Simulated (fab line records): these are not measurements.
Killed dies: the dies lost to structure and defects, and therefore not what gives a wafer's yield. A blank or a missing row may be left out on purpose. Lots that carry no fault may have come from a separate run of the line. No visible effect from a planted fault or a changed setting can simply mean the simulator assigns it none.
Chamber matching :: flow n5_finfet :: ald_sin-02 running N5_BEOL_M4_ALD_98: 4 sister chambers
The step deposits SiO2, target thk 2.5 nm, pulse time 1 s, co reactant pulse time 1 s. 18 wafers are shown with their chamber, then 9 later ones without.

== WAFERS PAIRED WITH THEIR CHAMBERS ==
wafer: L074.1
chamber: 2
heater_power_w (W): 79
precursor_pulse_height_rel: 1.033

wafer: L074.4
chamber: 3
heater_power_w (W): 93
precursor_pulse_height_rel: 0.994

wafer: L074.5
chamber: 1
heater_power_w (W): 72
precursor_pulse_height_rel: 1.014

wafer: L078.2
chamber: 3
heater_power_w (W): 93
precursor_pulse_height_rel: 1.015

wafer: L078.3
chamber: 0
heater_power_w (W): 77
precursor_pulse_height_rel: 0.961

wafer: L078.4
chamber: 2
heater_power_w (W): 81
precursor_pulse_height_rel: 1.010

wafer: L079.1
chamber: 0
heater_power_w (W): 76
precursor_pulse_height_rel: 1.018

wafer: L079.2
chamber: 1
heater_power_w (W): 71
precursor_pulse_height_rel: 0.971

wafer: L079.5
chamber: 2
heater_power_w (W): 79
precursor_pulse_height_rel: 1.014

wafer: L083.2
chamber: 1
heater_power_w (W): 73
precursor_pulse_height_rel: 0.992

wafer: L083.4
chamber: 2
heater_power_w (W): 78
precursor_pulse_height_rel: 1.011

wafer: L083.5
chamber: 2
heater_power_w (W): 78
precursor_pulse_height_rel: 0.986

wafer: L084.1
chamber: 1
heater_power_w (W): 74
precursor_pulse_height_rel: 0.992

wafer: L084.5
chamber: 3
heater_power_w (W): 94
precursor_pulse_height_rel: 0.971

wafer: L084.6
chamber: 0
heater_power_w (W): 78
precursor_pulse_height_rel: 0.992

wafer: L085.2
chamber: 1
heater_power_w (W): 72
precursor_pulse_height_rel: 0.984

wafer: L085.3
chamber: 3
heater_power_w (W): 94
precursor_pulse_height_rel: 1.011

wafer: L085.4
chamber: 2
heater_power_w (W): 78
precursor_pulse_height_rel: 1.001

SIGNATURES (means of the wafers above)
reading: heater_power_w
chamber 0: 77.00
chamber 1: 72.40
chamber 2: 78.83
chamber 3: 93.50
scatter within a chamber: 1.04

reading: precursor_pulse_height_rel
chamber 0: 0.99033
chamber 1: 0.99060
chamber 2: 1.00917
chamber 3: 0.99775
scatter within a chamber: 0.0189
Rule: for a wafer and a chamber, the distance is found by dividing, reading by reading, the gap between the wafer's reading and the chamber's mean by the reading's scatter, squaring, summing and taking the root. If the next closest chamber is less than 2 further off than the closest, the wafer can't be placed; otherwise it belongs to the closest. How the scatter is found: for the shown wafers, subtract from each reading the mean of its chamber, square and add these, divide the total by (wafers less chambers), then take the root.

== WAFERS WHOSE CHAMBER IS MISSING ==
wafer: L090.2
heater_power_w (W): 77
precursor_pulse_height_rel: 1.011

wafer: L090.3
heater_power_w (W): 72
precursor_pulse_height_rel: 0.974

wafer: L090.4
heater_power_w (W): 79
precursor_pulse_height_rel: 1.006

wafer: L093.1
heater_power_w (W): 75
precursor_pulse_height_rel: 0.975

wafer: L093.2
heater_power_w (W): 71
precursor_pulse_height_rel: 1.035

wafer: L093.5
heater_power_w (W): 80
precursor_pulse_height_rel: 0.993

wafer: L092.2
heater_power_w (W): 81
precursor_pulse_height_rel: 0.990

wafer: L092.4
heater_power_w (W): 79
precursor_pulse_height_rel: 1.003

wafer: L092.6
heater_power_w (W): 73
precursor_pulse_height_rel: 0.996

== THE CHAMBER EACH PASSED THROUGH ==
wafer: L090.2
from the rows above: can't be placed: 0 or 2
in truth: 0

wafer: L090.3
from the rows above: 1
in truth: 1

wafer: L090.4
from the rows above: can't be placed: 2 or 0
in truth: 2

wafer: L093.1
from the rows above: can't be placed: 0 or 1
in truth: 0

wafer: L093.2
from the rows above: 1
in truth: 1

wafer: L093.5
from the rows above: can't be placed: 2 or 0
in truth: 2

wafer: L092.2
from the rows above: can't be placed: 2 or 0
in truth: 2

wafer: L092.4
from the rows above: can't be placed: 2 or 0
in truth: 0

wafer: L092.6
from the rows above: 1
in truth: 1
Placed correctly: 3 of 9. Can't be placed from these rows: 6 (the true chamber is among the candidates in 6). 0 placed wrongly.
